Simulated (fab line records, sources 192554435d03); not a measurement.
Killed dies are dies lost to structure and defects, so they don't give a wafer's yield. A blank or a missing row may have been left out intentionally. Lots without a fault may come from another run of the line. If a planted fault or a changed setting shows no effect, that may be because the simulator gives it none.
fab line records	flow n5-finfet
[record] lots = 7	wafers = 19	last-day = 18
route steps=1938 shown BEOL_M10@1476 PASSIVATION@1936
lots that met no fault: from a run of the same line without faults
start-h: hours from the record's opening day to when the first of the lot's shown wafers began	wait-h: hours since the lot's step before	" unchanged from the row above	L1.1+2: one row covering several wafers at once	- no value, or no start was given	* or withheld: withheld	< > ~ a bound
route shown NAME@n: a module of which the file shows steps, and the number in the route of the first	usual: mean and standard deviation over wafers with no fault	same: alike in all rows	chamber/n: place in a boat	sites: the reading at each site	_std_site: their standard deviation	_edge_site: outer sites' mean less inner sites'	radius-mm: how far each site lies from the wafer's centre	mask NAME#n: copy n	behind: the tool/chamber that last shaped the wafer	hold: reason for holding the lot/hours on hold/outcome of the hold	device: transistor that didn't switch, given as n, p or np	end of line: the tests these same wafers got at the end of their route	a step given without rows: its recipe and nothing more	killed: dies that structure and defects cost at the first sort, which is not the same as the wafer's yield	map: dies across one wafer; x = killed, . = not, _ = none there
set.NAME: the setting the step ran with; set.NAME@STEP: the setting that earlier step ran with	model.NAME: the simulator's own value behind a step, which no gauge read
certain route steps with their lots: each step a table, each wafer a row
services: from which hour (start-h, from the record's first day; less than 0 if before it) a tool's chamber was out of use, for how many hours, and why
[[steps]]
[step N5_BEOL_M10_COAT_60]
[recipe] resist = SiARC	temp-c = 220	time-s = 60	spin-rpm = 1500	resist-thk-nm = 30
[step N5_BEOL_M10_COAT_05]
[recipe] resist = CAR-ArF	spin-rpm = 1500	resist-thk-nm = 90
[step N5_BEOL_M10_EBR_07]
[recipe] solvent = PGMEA	ebr-width-mm = 1.5
[step N5_BEOL_M10_SOFTBAKE_06]
[recipe] temp-c = 110	time-s = 60	resist = CAR-ArF
[step N5_BEOL_M10_EXPOSE_08]
[recipe] mask-id = M10	na = 1.35	source-shape = dipole	sigma-inner = 0.411	sigma-outer = 0.611	polarization = te	dose-mj = 53.75
[step N5_BEOL_M10_PEB_09]
[recipe] peb-temp-c = withheld	peb-time-s = 60	resist = CAR-ArF
[step N5_BEOL_M10_DEVELOP_10]
[recipe] develop-time-s = 30	developer = TMAH	resist = CAR-ArF	rinse-liquid = diw	dry = air-spin	dev-temp-c = 23
[step N5_BEOL_M10_CD_MEAS_11]
[recipe] target-cd-nm = 64.1	landing-energy-ev = 500	detector = se-inlens	polarity = opening
[usual] cd-nm = 64.2/0.39
lot.wafer	tool	chamber	start-h	wait-h	cd-nm
L261.2	cd-sem-03	0	213.10	-	64.2
L261.3	"	0	"	"	64.4
L261.6	"	0	"	"	64.4
L263.1	cd-sem-03	0	232.47	-	64.2
L263.3	"	0	"	"	64.0
L263.5	"	0	"	"	63.6
L267.1	cd-sem-03	0	258.50	-	64.1
L267.5	"	0	"	"	64.4
L270.1	cd-sem-01	0	267.08	-	63.9
L270.2	"	0	"	"	63.9
L271.2	cd-sem-01	0	276.59	-	64.2
L271.3	"	0	"	"	64.1
L271.4	"	0	"	"	64.1
L281.1	cd-sem-02	0	329.75	-	64.8
L281.5	"	0	"	"	64.1
L281.6	"	0	"	"	64.8
L284.1	cd-sem-01	0	356.46	-	64.6
L284.4	"	0	"	"	64.2
L284.6	"	0	"	"	63.6
[step N5_BEOL_M10_OVL_MEAS_12]
[recipe] points-per-wafer = 44
[usual] M10_OVL = 0.5/0.76
lot.wafer	tool	chamber	start-h	wait-h	M10_OVL[nm]
L261.2	overlay-02	0	213.13	0.0	0.4
L261.3	"	0	"	"	-0.1
L261.6	"	0	"	"	-0.1
L263.1	overlay-02	0	232.50	0.0	1.2
L263.3	"	0	"	"	1.7
L263.5	"	0	"	"	0.8
L267.1	overlay-02	0	258.53	0.0	0.6
L267.5	"	0	"	"	-0.4
L270.1	overlay-01	0	267.12	0.0	-0.1
L270.2	"	0	"	"	0.0
L271.2	overlay-01	0	276.62	0.0	0.4
L271.3	"	0	"	"	0.1
L271.4	"	0	"	"	0.1
L281.1	overlay-01	0	329.78	0.0	1.0
L281.5	"	0	"	"	0.2
L281.6	"	0	"	"	0.4
L284.1	overlay-02	0	356.49	0.0	-0.9
L284.4	"	0	"	"	-1.3
L284.6	"	0	"	"	-0.3
[step N5_BEOL_M10_INSPECT_13]
[recipe] mode = adi	inspect-instrument = brightfield
[usual] raw-defect-count = 399/95
lot.wafer	tool	chamber	start-h	wait-h	raw-defect-count
L261.2	defect-inspect-02	-	213.15	0.0	345
L261.3	"	-	"	"	466
L261.6	"	-	"	"	568
L263.1	defect-inspect-02	-	232.53	0.0	341
L263.3	"	-	"	"	232
L263.5	"	-	"	"	393
L267.1	defect-inspect-02	-	258.56	0.0	376
L267.5	"	-	"	"	280
L270.1	defect-inspect-01	-	267.14	0.0	544
L270.2	"	-	"	"	423
L271.2	defect-inspect-02	-	276.65	0.0	485
L271.3	"	-	"	"	380
L271.4	"	-	"	"	432
L281.1	defect-inspect-02	-	329.81	0.0	536
L281.5	"	-	"	"	512
L281.6	"	-	"	"	453
L284.1	defect-inspect-01	-	356.51	0.0	470
L284.4	"	-	"	"	545
L284.6	"	-	"	"	399
[step N5_BEOL_M10_DESCUM_16]
[recipe] chemistry = O2	time-s = 7.9	source-power-w = 50	bias-power-w = 20	pressure-mtorr = 20	rf-frequency-hz = 2.712e+07	temp-c = 40	resist = CAR-ArF	o2-flow-sccm = 225
[usual] drypump-motor-current-A = 6.0/0.37	oes-product-au = 0.82/0.077	rf-vpp-V = 243.1/1.3	showerhead-plenum-p-Torr = 2.08/0.062	throttle-valve-pct = 20.42/0.23
lot.wafer	tool	chamber	start-h	wait-h	drypump-motor-current-A	oes-product-au	rf-hours-counter-h	rf-vpp-V	showerhead-plenum-p-Torr	throttle-valve-pct
L261.2	rie-diel-03	2	213.35	0.2	5.5	0.68	240	243.5	2.14	20.91
L261.3	"	3	"	"	6.3	0.80	121	242.5	2.10	20.33
L261.6	"	1	"	"	6.5	0.89	-	243.1	2.05	20.61
L263.1	rie-diel-05	2	233.07	0.5	6.3	0.77	102	242.0	2.02	20.19
L263.3	"	3	"	"	6.2	0.70	228	243.0	2.15	20.82
L263.5	"	3	"	"	6.2	0.70	-	245.3	2.15	20.83
L267.1	rie-diel-05	0	258.59	0.0	6.0	0.81	101	241.1	2.02	20.17
L267.5	"	3	"	"	6.2	0.69	-	244.5	2.15	20.82
L270.1	rie-diel-05	1	267.59	0.4	6.2	0.88	23	242.1	2.05	20.51
L270.2	"	3	"	"	6.2	0.68	239	243.4	2.15	20.83
L271.2	rie-diel-05	2	276.85	0.2	6.3	0.76	117	242.5	2.02	20.23
L271.3	"	0	"	"	6.1	0.80	106	241.7	2.02	20.18
L271.4	"	1	"	"	6.2	0.87	27	242.9	2.05	20.50
L281.1	rie-diel-04	3	330.20	0.4	6.3	0.86	46	245.4	2.23	20.58
L281.5	"	3	"	"	6.3	0.85	-	244.5	2.23	20.60
L281.6	"	0	"	"	5.4	0.88	-	243.9	2.13	20.20
L284.1	rie-diel-04	2	356.73	0.2	5.4	0.82	73	243.4	2.02	20.05
L284.4	"	3	"	"	6.3	0.85	-	243.9	2.22	20.59
L284.6	"	0	"	"	5.4	0.86	-	243.3	2.13	20.23
[step N5_BEOL_M10_ETCH_61]
[recipe] chemistry = CF4	target = SiARC	target-depth-a = 390	mask-material = CAR-ArF	time-s = 65	ion-energy-ev = 80	pressure-mtorr = 40	source-w = 545	bias-w = 36	Ar_flow_sccm = 100	cf4-flow-sccm = 100	ends = cleared
[usual] drypump-motor-current-A = 6.0/0.37	etch-rf-on-time-s = 64.8/0.9	oes-product-au = 0.70/0.066	rf-vpp-V = 183.9/1	showerhead-plenum-p-Torr = 2.13/0.059	throttle-valve-pct = 15.58/0.22
lot.wafer	tool	chamber	start-h	wait-h	drypump-motor-current-A	etch-rf-on-time-s	oes-product-au	rf-hours-counter-h	rf-vpp-V	showerhead-plenum-p-Torr	throttle-valve-pct
L261.2	rie-diel-03	2	213.39	0.0	5.4	67.3	0.58	240	184.0	2.20	16.20
L261.3	"	3	"	"	6.3	66.5	0.67	121	183.5	2.15	15.48
L261.6	"	1	"	"	6.5	65.4	0.76	-	183.3	2.10	15.70
L263.1	rie-diel-05	2	233.10	0.0	6.3	65.3	0.67	102	184.4	2.08	15.42
L263.3	"	3	"	"	6.2	66.4	0.59	228	184.5	2.20	16.05
L263.5	"	3	"	"	6.2	66.5	0.59	-	183.1	2.20	16.07
L267.1	rie-diel-05	0	258.62	0.0	6.1	65.0	0.69	101	183.0	2.07	15.34
L267.5	"	3	"	"	6.2	66.8	0.59	-	183.9	2.20	16.08
L270.1	rie-diel-05	1	267.62	0.0	6.2	65.5	0.74	23	182.2	2.09	15.55
L270.2	"	3	"	"	6.2	66.4	0.59	239	184.0	2.20	16.08
L271.2	rie-diel-05	2	276.89	0.0	6.3	65.1	0.65	117	183.3	2.07	15.46
L271.3	"	0	"	"	6.0	66.1	0.68	106	183.0	2.07	15.35
L271.4	"	1	"	"	6.2	65.3	0.74	27	182.6	2.09	15.56
L281.1	rie-diel-04	3	330.24	0.0	6.3	64.0	0.74	46	184.8	2.26	15.65
L281.5	"	3	"	"	6.3	63.9	0.74	-	186.4	2.26	15.65
L281.6	"	0	"	"	5.4	63.8	0.75	-	183.1	2.17	15.32
L284.1	rie-diel-04	2	356.77	0.0	5.4	64.4	0.71	73	184.7	2.09	15.33
L284.4	"	3	"	"	6.3	64.1	0.74	-	183.9	2.26	15.67
L284.6	"	0	"	"	5.4	64.1	0.73	-	184.0	2.17	15.35
[step N5_BEOL_M10_ETCH_62]
[recipe] chemistry = N2/H2	target = SOC	target-depth-a = 1100	overetch-a = 220	mask-material = SiARC	temp-c = 40	time-s = 165	ion-energy-ev = 200	pressure-mtorr = 30	source-w = 840	bias-w = 150	n2-flow-sccm = 200	h2-flow-sccm = 200
[usual] drypump-motor-current-A = 6.0/0.37	oes-product-au = 0.69/0.064	rf-vpp-V = 523.6/2.1	showerhead-plenum-p-Torr = 2.53/0.073	throttle-valve-pct = 17.83/0.23
lot.wafer	tool	chamber	start-h	wait-h	drypump-motor-current-A	oes-product-au	rf-hours-counter-h	rf-vpp-V	showerhead-plenum-p-Torr	throttle-valve-pct	model.SiARC_of_BEOL_M10_COAT_60.thk-nm	model.BEOL_M10.cd-offset-nm
L261.2	rie-diel-03	2	213.44	0.0	5.5	0.59	240	526.1	2.61	18.42	23.8	0
L261.3	"	3	"	"	6.3	0.68	121	524.2	2.56	17.71	23.6	0.2
L261.6	"	1	"	"	6.5	0.76	-	522.8	2.50	17.97	23.6	0.2
L263.1	rie-diel-05	2	233.15	0.0	6.3	0.66	102	520.6	2.46	17.63	23.6	0.2
L263.3	"	3	"	"	6.2	0.60	228	526.1	2.62	18.30	23.6	0.4
L263.5	"	3	"	"	6.2	0.59	-	525.9	2.62	18.30	23.6	0
L267.1	rie-diel-05	0	258.67	0.0	6.1	0.68	101	522.4	2.46	17.71	23.6	-0.2
L267.5	"	3	"	"	6.2	0.59	-	526.6	2.61	18.31	20.8	1.2
L270.1	rie-diel-05	1	267.67	0.0	6.2	0.75	23	522.3	2.49	17.81	23.6	-0.2
L270.2	"	3	"	"	6.2	0.59	239	527.2	2.61	18.33	20.8	1.4
L271.2	rie-diel-05	2	276.94	0.0	6.3	0.65	117	521.1	2.45	17.67	20.4	1.2
L271.3	"	0	"	"	6.1	0.67	106	521.1	2.46	17.69	23.4	-0.2
L271.4	"	1	"	"	6.2	0.74	27	522.8	2.49	17.81	23.4	0
L281.1	rie-diel-04	3	330.29	0.0	6.3	0.73	46	527.6	2.69	17.86	23.6	1
L281.5	"	3	"	"	6.3	0.72	-	528.3	2.69	17.87	23.4	0.6
L281.6	"	0	"	"	5.4	0.73	-	525.1	2.59	17.61	23.4	0.6
L284.1	rie-diel-04	2	356.82	0.0	5.3	0.70	73	520.5	2.46	17.46	23.4	0.2
L284.4	"	3	"	"	6.3	0.72	-	528.7	2.69	17.89	23.4	0.8
L284.6	"	0	"	"	5.4	0.72	-	525.0	2.59	17.63	23.4	-0.2
[step N5_BEOL_M10_STRIP_68]
[recipe] chemistry = N2/H2	temp-c = 40	n2-flow-sccm = 200	h2-flow-sccm = 200	rf-frequency-hz = 6e+07
[step N5_BEOL_M10_STRIP_67]
[recipe] chemistry = CF4	resist = SiARC	power-w = 300	bias-power-w = 75	pressure-mtorr = 50	cf4-flow-sccm = 150	rf-frequency-hz = 6e+07
[usual] drypump-motor-current-A = 6.0/0.37	oes-product-au = 0.82/0.075	rf-vpp-V = 271.0/1.4	showerhead-plenum-p-Torr = 1.79/0.05	throttle-valve-pct = 13.54/0.23
lot.wafer	tool	chamber	start-h	wait-h	drypump-motor-current-A	oes-product-au	rf-hours-counter-h	rf-vpp-V	showerhead-plenum-p-Torr	throttle-valve-pct
L261.2	rie-diel-03	2	213.58	0.0	5.5	0.69	240	270.5	1.84	14.20
L261.3	"	3	"	"	6.3	0.80	121	272.4	1.80	13.46
L261.6	"	1	"	"	6.5	0.89	-	271.2	1.76	13.61
L263.1	rie-diel-05	2	233.30	0.0	6.3	0.79	102	270.1	1.75	13.40
L263.3	"	3	"	"	6.2	0.70	228	273.2	1.85	14.05
L263.5	"	3	"	"	6.2	0.70	-	273.3	1.85	14.06
L267.1	rie-diel-05	0	258.82	0.0	6.1	0.80	101	270.0	1.73	13.28
L267.5	"	3	"	"	6.2	0.69	-	272.8	1.84	14.06
L270.1	rie-diel-05	1	267.82	0.0	6.2	0.88	24	270.4	1.75	13.48
L270.2	"	3	"	"	6.2	0.68	239	273.6	1.84	14.07
L271.2	rie-diel-05	2	277.08	0.0	6.3	0.75	117	271.3	1.74	13.45
L271.3	"	0	"	"	6.0	0.80	106	269.3	1.73	13.29
L271.4	"	1	"	"	6.2	0.86	27	269.5	1.75	13.48
L281.1	rie-diel-04	3	330.43	0.0	6.3	0.85	46	273.7	1.89	13.62
L281.5	"	3	"	"	6.3	0.87	-	273.1	1.89	13.61
L281.6	"	0	"	"	5.4	0.86	-	271.5	1.82	13.26
L284.1	rie-diel-04	2	356.96	0.0	5.3	0.83	74	270.1	1.75	13.30
L284.4	"	3	"	"	6.3	0.84	-	273.2	1.89	13.61
L284.6	"	0	"	"	5.4	0.85	-	270.5	1.81	13.28
[step N5_BEOL_M10_HM_OPEN_17]
[recipe] chemistry = Cl2/BCl3	target-depth-a = 200	overetch-a = 60	target = TiN	mask-material = SOC	ion-energy-ev = 150	pressure-mtorr = 10	icp-w = 1000	bias-w = 126	Cl2_flow_sccm = 53.25	bcl3-flow-sccm = 21.75	Ar_flow_sccm = 25
[usual] drypump-motor-current-A = 5.7/0.42	he-backside-leak-sccm = 3.32/0.29	oes_ar_750_au = 0.78/0.065	oes-product-au = 0.66/0.058	throttle-valve-pct = 22.30/0.21
lot.wafer	tool	chamber	start-h	wait-h	drypump-motor-current-A	he-backside-leak-sccm	oes_ar_750_au	oes-product-au	rf-hours-counter-h	throttle-valve-pct	model.BEOL_M10.cd-offset-nm
L261.2	rie-metal-03	1	213.63	0.0	6.0	3.28	0.84	0.70	26	22.48	0
L261.3	"	1	"	"	6.0	3.33	0.84	0.71	-	22.49	0.4
L261.6	"	1	"	"	6.0	3.35	0.84	0.71	-	22.46	0.4
L263.1	rie-metal-03	1	233.35	0.0	6.0	3.32	0.83	0.69	28	22.50	0.4
L263.3	"	1	"	"	6.0	3.33	0.83	0.70	-	22.49	0.6
L263.5	"	1	"	"	6.0	3.38	0.83	0.70	-	22.50	0
L267.1	rie-metal-03	1	258.86	0.0	6.0	3.30	0.82	0.69	30	22.50	0
L267.5	"	1	"	"	6.0	3.25	0.81	0.69	-	22.50	1.2
L270.1	rie-metal-01	1	267.86	0.0	5.7	3.27	0.68	0.57	91	22.40	-0.2
L270.2	"	1	"	"	5.7	3.26	0.67	0.58	-	22.39	1.2
L271.2	rie-metal-03	1	277.12	0.0	6.0	3.34	0.82	0.68	33	22.51	1.2
L271.3	"	0	"	"	5.5	3.38	0.74	0.61	-	22.34	-0.4
L271.4	"	1	"	"	6.0	3.34	0.82	0.68	-	22.50	0
L281.1	rie-metal-01	0	330.47	0.0	5.1	3.34	0.87	0.73	14	22.45	1
L281.5	"	0	"	"	5.2	3.27	0.87	0.74	-	22.48	0.4
L281.6	"	1	"	"	5.8	3.32	0.67	0.56	-	22.42	0.6
L284.1	rie-metal-01	0	357.00	0.0	5.1	3.36	0.85	0.73	17	22.47	0.2
L284.4	"	1	"	"	5.8	3.29	0.66	0.55	-	22.43	0.8
L284.6	"	1	"	"	5.7	3.29	0.65	0.56	-	22.42	-0.2
[step N5_BEOL_M10_STRIP_19]
[recipe] chemistry = O2	power-w = 400	temp-c = 40	pressure-mtorr = 30	rf-frequency-hz = 6e+07	bias-power-w = 0	overash-fraction = 0.2	o2-flow-sccm = 225
[usual] drypump-motor-current-A = 6.0/0.38	oes-product-au = 0.82/0.081	rf-vpp-V = 3.7/0.59	showerhead-plenum-p-Torr = 2.09/0.06	throttle-valve-pct = 16.66/0.23
lot.wafer	tool	chamber	start-h	wait-h	drypump-motor-current-A	oes-product-au	rf-hours-counter-h	rf-vpp-V	showerhead-plenum-p-Torr	throttle-valve-pct
L261.2	rie-diel-05	2	213.74	0.1	6.3	0.78	97	3.3	2.03	16.43
L261.3	"	0	"	"	6.1	0.81	86	3.4	2.03	16.38
L261.6	"	2	"	"	6.3	0.77	-	3.6	2.03	16.41
L263.1	rie-diel-05	3	233.55	0.2	6.2	0.70	228	3.5	2.15	17.07
L263.3	"	1	"	"	6.2	0.92	13	3.0	2.06	16.68
L263.5	"	2	"	"	6.3	0.78	-	3.2	2.03	16.45
L267.1	rie-diel-04	0	258.97	0.1	5.4	0.91	26	3.7	2.15	16.35
L267.5	"	1	"	"	6.0	0.66	-	4.3	2.08	16.76
L270.1	rie-diel-03	3	268.15	0.3	6.3	0.78	144	3.4	2.10	16.61
L270.2	"	0	"	"	5.7	0.82	103	2.6	2.11	16.89
L271.2	rie-diel-05	3	277.23	0.1	6.2	0.69	242	4.7	2.15	17.10
L271.3	"	2	"	"	6.3	0.76	117	4.4	2.02	16.47
L271.4	"	0	"	"	6.0	0.80	107	3.0	2.02	16.43
L281.1	rie-diel-05	3	330.59	0.1	6.2	0.98	5	3.3	2.14	16.67
L281.5	"	0	"	"	6.0	0.78	-	2.7	2.02	16.47
L281.6	"	3	"	"	6.2	0.98	-	3.8	2.14	16.67
L284.1	rie-diel-04	0	357.22	0.2	5.4	0.85	65	4.0	2.13	16.43
L284.4	"	2	"	"	5.3	0.84	-	3.7	2.02	16.33
L284.6	"	3	"	"	6.4	0.84	-	4.2	2.23	16.79
[step N5_PASSIVATION_PROBE_49]
[usual] defect-limited-yield = 91.2/1.4	killed_at_M0_to_M3 = 35/11	killed_at_M4_up = 12/4.2	killed-at-contacts = 13/5.6	killed-at-front-end = 40/12	killed-at-other = 3.3/2.6	killed-dies = 103/17	killed-open = 68/12	killed-short = 34/7.6	sort_bin_5_function = 5.1/0.95	sort_bin_6_memory = 3.3/0.68	sort_bin_8_speed = 0.00/0.007	sort-n-pass = 1077/17	sort-yield-pct = 91.2/1.4
[same] gross-dies = 1180	killed-at-back-side = 0	sort_bin_4_leakage[%] = 0
lot.wafer	tool	chamber	start-h	wait-h	defect-limited-yield[%]	killed_at_M0_to_M3	killed_at_M4_up	killed-at-contacts	killed-at-front-end	killed-at-other	killed-dies	killed-open	killed-short	sort_bin_5_function[%]	sort_bin_6_memory[%]	sort_bin_8_speed[%]	sort-n-pass	sort-yield-pct[%]
L261.2	prober-02	-	274.07	0.1	91.5	32	7	14	33	14	100	65	35	4.3	3.8	0	1080	91.5
L261.3	prober-02	-	274.12	0.1	93.3	18	8	9	40	4	79	52	27	4.3	2.1	0	1101	93.3
L261.6	prober-02	-	274.27	0.3	88.8	36	13	25	52	6	132	85	46	6.6	4.3	0	1048	88.8
L263.1	prober-02	-	291.09	0.0	92.6	18	19	9	35	6	87	52	34	3.8	3.2	0	1093	92.6
L263.3	prober-02	-	291.19	0.1	92.1	31	12	9	40	1	93	69	23	5.3	2.4	0	1087	92.1
L263.5	prober-02	-	291.29	0.2	91.9	26	10	14	42	4	96	62	34	3.8	3.9	0	1084	91.9
L267.1	prober-01	-	309.91	0.0	92.6	39	14	10	19	5	87	58	29	4.5	2.7	0	1093	92.6
L267.5	prober-01	-	310.11	0.2	92.5	24	12	13	35	4	88	59	28	4.2	2.9	0	1092	92.5
L270.1	prober-02	-	321.33	0.0	89.7	46	15	8	46	7	122	82	36	6.4	3.5	0	1058	89.7
L271.2	prober-01	-	324.97	0.1	91.9	19	8	21	42	6	96	69	26	5.0	2.9	0	1084	91.9
L271.3	prober-01	-	325.02	0.1	91.7	40	2	15	39	2	98	64	30	5.3	2.5	0	1082	91.7
L271.4	prober-01	-	325.07	0.2	92.2	44	7	6	31	4	92	54	32	3.9	3.0	0	1088	92.2
L281.1	prober-02	-	382.98	0.0	91.2	52	6	11	28	7	104	75	27	5.5	2.9	0	1076	91.2
L281.5	prober-02	-	383.18	0.2	91.5	41	15	18	20	6	100	66	34	4.8	3.2	0	1080	91.5
L281.6	prober-02	-	383.23	0.3	89.8	52	9	14	39	6	120	73	44	6.9	3.0	0	1060	89.8
L284.1	prober-02	-	426.85	0.0	92.0	34	15	11	31	3	94	55	38	4.1	3.1	0	1086	92.0
L284.4	prober-02	-	427.00	0.2	91.1	25	9	5	65	1	105	67	38	5.0	3.4	0	1075	91.1
L284.6	prober-02	-	427.10	0.3	92.0	22	18	7	44	3	94	65	28	5.0	2.8	0	1086	92.0
// killed by level:class
L261.2 MOL_CONTACT_COAG:geometric-particle:open=12 BEOL_M0_SAQP:geometric-particle:open=7 BEOL_M2:geometric-particle:open=6 STI_FIN_REVEAL:geometric-particle:open=5 DUMMY_GATE:geometric-particle:open=5 GATE_CUT:geometric-particle:short=5 BEOL_M1:geometric-particle:open=5 MIM_TOP_ETCH:geometric-particle:open=5
L261.3 STI_FIN_REVEAL:geometric-particle:open=11 FIN_SAQP:geometric-particle:open=5 MOL_CONTACT_COAG:geometric-particle:open=5 BEOL_M2:geometric-particle:open=5 BEOL_M1:geometric-particle:open=4 GATE_CUT:geometric-particle:open=4 MOL_CONTACT_COAG:geometric-particle:short=4 BEOL_M4:geometric-particle:open=4
L261.6 MOL_CONTACT_COAG:geometric-particle:open=20 STI_FIN_REVEAL:geometric-particle:open=18 BEOL_M2:geometric-particle:open=9 FIN_SAQP:geometric-particle:open=8 BEOL_M1:geometric-particle:open=8 GATE_CUT:geometric-particle:short=5 MOL_CONTACT_COAG:geometric-particle:short=5 BEOL_M3:geometric-particle:open=5
L263.1 FIN_SAQP:geometric-particle:short=16 BEOL_M4:geometric-particle:open=9 MOL_CONTACT_COAG:geometric-particle:open=8 FIN_SAQP:geometric-particle:open=7 GATE_CUT:geometric-particle:short=5 BEOL_M1:geometric-particle:open=5 BEOL_M8:geometric-particle:open=4 BEOL_M0_SAQP:geometric-particle:short=4
L263.3 BEOL_M2:geometric-particle:open=15 BEOL_M1:geometric-particle:open=8 MOL_CONTACT_COAG:geometric-particle:open=8 GATE_CUT:geometric-particle:open=7 GATE_CUT:geometric-particle:short=6 FIN_SAQP:geometric-particle:short=5 STI_FIN_REVEAL:geometric-particle:open=5 BEOL_M5:geometric-particle:open=5
L263.5 FIN_SAQP:geometric-particle:short=14 MOL_CONTACT_COAG:geometric-particle:open=12 FIN_SAQP:geometric-particle:open=11 BEOL_M2:geometric-particle:open=7 BEOL_M0_SAQP:geometric-particle:open=5 BEOL_M1:geometric-particle:open=5 DUMMY_GATE:geometric-particle:open=4 GATE_CUT:geometric-particle:short=4
L267.1 MOL_CONTACT_COAG:geometric-particle:open=9 BEOL_M3:geometric-particle:open=7 BEOL_M1:geometric-particle:open=6 BEOL_M2:geometric-particle:open=6 BEOL_M5:geometric-particle:open=6 BEOL_M0_SAQP:geometric-particle:open=5 BEOL_M0_SAQP:geometric-particle:short=5 FIN_SAQP:geometric-particle:open=4
L267.5 FIN_SAQP:geometric-particle:short=13 BEOL_M0_SAQP:geometric-particle:open=12 FIN_SAQP:geometric-particle:open=10 MOL_CONTACT_COAG:geometric-particle:open=10 BEOL_M3:geometric-particle:open=4 BEOL_M1:geometric-particle:open=3 BEOL_M3:geometric-particle:short=3 BEOL_M4:geometric-particle:open=3
L270.1 BEOL_M3:geometric-particle:open=9 BEOL_M1:geometric-particle:open=8 BEOL_M2:geometric-particle:open=8 FIN_SAQP:geometric-particle:short=7 FIN_SAQP:geometric-particle:open=7 BEOL_M0_SAQP:geometric-particle:short=7 GATE_CUT:geometric-particle:open=6 BEOL_M0_SAQP:geometric-particle:open=6
L271.2 MOL_CONTACT_COAG:geometric-particle:open=19 FIN_SAQP:geometric-particle:open=18 FIN_SAQP:geometric-particle:short=8 BEOL_M2:geometric-particle:open=6 STI_FIN_REVEAL:geometric-particle:open=4 DUMMY_GATE:geometric-particle:open=4 BEOL_M1:geometric-particle:open=4 GATE_CUT:geometric-particle:short=3
L271.3 MOL_CONTACT_COAG:geometric-particle:open=12 BEOL_M3:geometric-particle:open=11 STARTING-WAFER:geometric-particle:open=7 FIN_SAQP:geometric-particle:open=6 GATE_CUT:geometric-particle:short=6 BEOL_M0_SAQP:geometric-particle:short=6 STI_FIN_REVEAL:geometric-particle:open=5 BEOL_M0_SAQP:geometric-particle:open=5
L271.4 BEOL_M2:geometric-particle:open=12 BEOL_M0_SAQP:geometric-particle:short=12 BEOL_M3:geometric-particle:open=8 STI_FIN_REVEAL:geometric-particle:open=6 GATE_CUT:geometric-particle:short=5 FIN_SAQP:geometric-particle:open=4 DUMMY_GATE:geometric-particle:open=4 BEOL_M0_SAQP:geometric-particle:open=4
L281.1 BEOL_M3:geometric-particle:open=13 FIN_SAQP:geometric-particle:open=10 BEOL_M0_SAQP:geometric-particle:open=9 BEOL_M0_SAQP:geometric-particle:short=8 BEOL_M0:geometric-particle:open=7 MOL_CONTACT_COAG:geometric-particle:short=6 BEOL_M1:geometric-particle:open=6 STI_FIN_REVEAL:geometric-particle:open=5
L281.5 MOL_CONTACT_COAG:geometric-particle:open=15 BEOL_M0_SAQP:geometric-particle:short=13 BEOL_M0_SAQP:geometric-particle:open=8 BEOL_M2:geometric-particle:open=7 BEOL_M3:geometric-particle:open=7 BEOL_M4:geometric-particle:open=6 FIN_SAQP:geometric-particle:open=4 GATE_CUT:geometric-particle:short=4
L281.6 MOL_CONTACT_COAG:geometric-particle:open=13 BEOL_M0_SAQP:geometric-particle:short=12 STI_FIN_REVEAL:geometric-particle:open=10 BEOL_M0_SAQP:geometric-particle:open=8 BEOL_M3:geometric-particle:open=8 BEOL_M1:geometric-particle:open=6 BEOL_M1:geometric-particle:short=6 SPACER0:geometric-particle:short=5
L284.1 BEOL_M0_SAQP:geometric-particle:short=11 MOL_CONTACT_COAG:geometric-particle:open=8 BEOL_M0_SAQP:geometric-particle:open=8 STI_FIN_REVEAL:geometric-particle:open=6 GATE_CUT:geometric-particle:short=6 BEOL_M1:geometric-particle:open=5 BEOL_M2:geometric-particle:open=5 BEOL_M4:geometric-particle:open=5
L284.4 STI_FIN_REVEAL:geometric-particle:open=32 BEOL_M0_SAQP:geometric-particle:short=11 STI_FIN_REVEAL:geometric-particle:short=10 FIN_SAQP:geometric-particle:short=5 FIN_SAQP:geometric-particle:open=4 MOL_CONTACT_COAG:geometric-particle:open=4 BEOL_M2:geometric-particle:open=4 BEOL_M0_SAQP:geometric-particle:open=3
L284.6 STI_FIN_REVEAL:geometric-particle:open=11 FIN_SAQP:geometric-particle:short=9 FIN_SAQP:geometric-particle:open=7 MOL_CONTACT_COAG:geometric-particle:open=7 BEOL_M8:geometric-particle:open=7 BEOL_M0_SAQP:geometric-particle:open=6 STI_FIN_REVEAL:geometric-particle:short=5 BEOL_M1:geometric-particle:open=4
[[services]]
tool	chamber	start-h	hours	kind
rie-diel-05	3	202.56	13.1	repair
rie-metal-03	0	215.64	3.2	repair
rie-metal-03	0	224.56	9.9	repair
rie-diel-03	2	245.19	-	clean
rie-diel-03	2	245.19	-	consumable-replace:focus-ring
rie-diel-03	2	245.19	22.5	scheduled-down
rie-diel-03	2	245.19	22.5	vent-cycle
rie-metal-01	0	262.30	15.0	repair
rie-metal-03	-	271.82	0.6	repair
rie-diel-03	2	282.26	6.2	repair
rie-diel-05	3	297.86	-	clean
rie-diel-05	3	297.86	-	consumable-replace:focus-ring
rie-diel-05	3	297.86	17.7	scheduled-down
rie-diel-05	3	297.86	17.7	vent-cycle
rie-diel-04	1	301.83	9.3	repair
rie-diel-05	0	311.43	10.0	repair
rie-diel-05	1	312.06	1.9	repair
rie-diel-04	3	343.89	10.1	repair
rie-diel-04	1	354.22	-	clean
rie-diel-04	1	354.22	-	consumable-replace:focus-ring
rie-diel-04	1	354.22	21.4	scheduled-down
rie-diel-04	1	354.22	21.4	vent-cycle
[[key]]
first-sign none at tools or gauges
[model-effect] step = N5_BEOL_M10_ETCH_62	value = SiARC_of_BEOL_M10_COAT_60.thk-nm	without = 23.53	struck = 20.67
[model-effect] step = N5_BEOL_M10_HM_OPEN_17	value = BEOL_M10.cd-offset-nm	without = -0.1333	struck = 1.2
met-at N5_BEOL_M10_ETCH_62
struck-wafers L267.5,L270.2,L271.2
onset-between 233.15 258.67
[fault] kind = process-parameter-drift	tool = rie-diel-05	chamber = -	onset-h = 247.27	steps = N5_BEOL_M10_ETCH_62	channel = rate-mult	offset = 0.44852	shape = step	end-h = 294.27	scope = struck-wafers-only
